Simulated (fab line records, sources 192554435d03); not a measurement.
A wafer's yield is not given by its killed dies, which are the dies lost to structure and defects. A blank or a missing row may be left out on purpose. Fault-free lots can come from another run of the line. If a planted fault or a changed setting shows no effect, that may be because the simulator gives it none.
Matching of chambers | flow n5Finfet | 4 sister chambers for N5_ILD0_CMP_12 on cmp-02
The step polishes SiNx, stops on poly-Si, t overpolish 6 s, target thk 17.67 nm. 4 wafers are shown with their chamber, then 8 later ones without.

== WAFERS WITH THEIR CHAMBER ==
wafer  | chamber | motorCurrentA (A)
L083.3 | 0       | 9.0
L084.5 | 1       | 8.0
L084.6 | 2       | 9.4
L087.3 | 3       | 9.8

== WAFERS WITH NO CHAMBER GIVEN ==
wafer  | motorCurrentA (A)
L087.4 | 9.7
L087.5 | 8.9
L088.1 | 8.6
L088.2 | 9.6
L088.3 | 9.8
L090.1 | 9.6
L090.2 | 9.8
L090.6 | 9.8

== CHAMBER TAKEN BY EACH ==
wafer  | from the rows above     | in truth
L087.4 | can't be placed: 3 or 2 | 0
L087.5 | 0                       | 0
L088.1 | can't be placed: 0 or 1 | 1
L088.2 | can't be placed: 2 or 3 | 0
L088.3 | 3                       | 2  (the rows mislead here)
L090.1 | can't be placed: 2 or 3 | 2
L090.2 | 3                       | 3
L090.6 | 3                       | 3
Placed correctly: 3 of 8. Cannot be placed on the basis of these rows: 4; the candidates contain the true chamber in 2. Placed wrongly: 1.
How it was worked out, from the rows above alone: a wafer's distance from a chamber is the root of the sum, over the readings, of the square of ((its reading less the chamber's mean) divided by the reading's scatter). The wafer belongs to the nearest chamber; if the next one is less than 2 further off, it can't be placed. A chamber's mean is the mean of its shown wafers. The scatter (one wafer shown for each chamber): square how far every hidden wafer sits from the nearest shown wafer, average those squares and take the square root.
